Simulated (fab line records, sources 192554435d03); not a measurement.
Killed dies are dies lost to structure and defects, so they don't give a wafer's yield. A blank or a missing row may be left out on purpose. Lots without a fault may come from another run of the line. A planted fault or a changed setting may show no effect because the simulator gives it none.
Chamber matching | flow n5_finfet | N5_BEOL_M11_ILD_DEP_00 on pecvd-02: 3 sister chambers
The step deposits SiCOH lowk from DEMS/porogen, target thk 308.51 nm, time 58 s. 6 wafers are shown with their chamber, then 7 later ones without.

WAFERS WITH THEIR CHAMBER
wafer  | chamber | throttle_valve_pct (%) | showerhead_plenum_p_Torr (Torr)
L363.6 | 1       | 13.6                   | 5.727
L365.4 | 0       | 13.5                   | 5.759
L365.5 | 2       | 14.2                   | 5.760
L365.6 | 1       | 13.4                   | 5.739
L380.2 | 0       | 13.4                   | 5.750
L380.4 | 2       | 14.9                   | 5.756

WAFERS WITHOUT THEIR CHAMBER
wafer  | throttle_valve_pct (%) | showerhead_plenum_p_Torr (Torr)
L380.5 | 13.6                   | 5.742
L381.1 | 13.5                   | 5.718
L381.2 | 14.7                   | 5.759
L381.5 | 13.6                   | 5.763
L379.1 | 14.6                   | 5.756
L379.2 | 13.7                   | 5.769
L379.4 | 13.5                   | 5.726

WHICH CHAMBER EACH WENT THROUGH
wafer  | from the rows above     | in truth
L380.5 | can't be placed: 1 or 0 | 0
L381.1 | 1                       | 1
L381.2 | 2                       | 2
L381.5 | can't be placed: 0 or 2 | 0
L379.1 | 2                       | 2
L379.2 | can't be placed: 0 or 2 | 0
L379.4 | 1                       | 1
Placed correctly: 4 of 7. Can't be placed from these rows: 3 (the true chamber is among the candidates in 3). Placed wrongly: 0.
How it was worked out, from the rows above alone: a wafer's distance from a chamber is the root of the sum, over the readings, of the square of ((its reading less the chamber's mean) divided by the reading's scatter). The wafer belongs to the nearest chamber; if the next one is less than 2 further off, it can't be placed. A chamber's mean is the mean of its shown wafers. The scatter: the root of (the sum of the squares of (reading less its chamber's mean) over the shown wafers, divided by (wafers less chambers)).
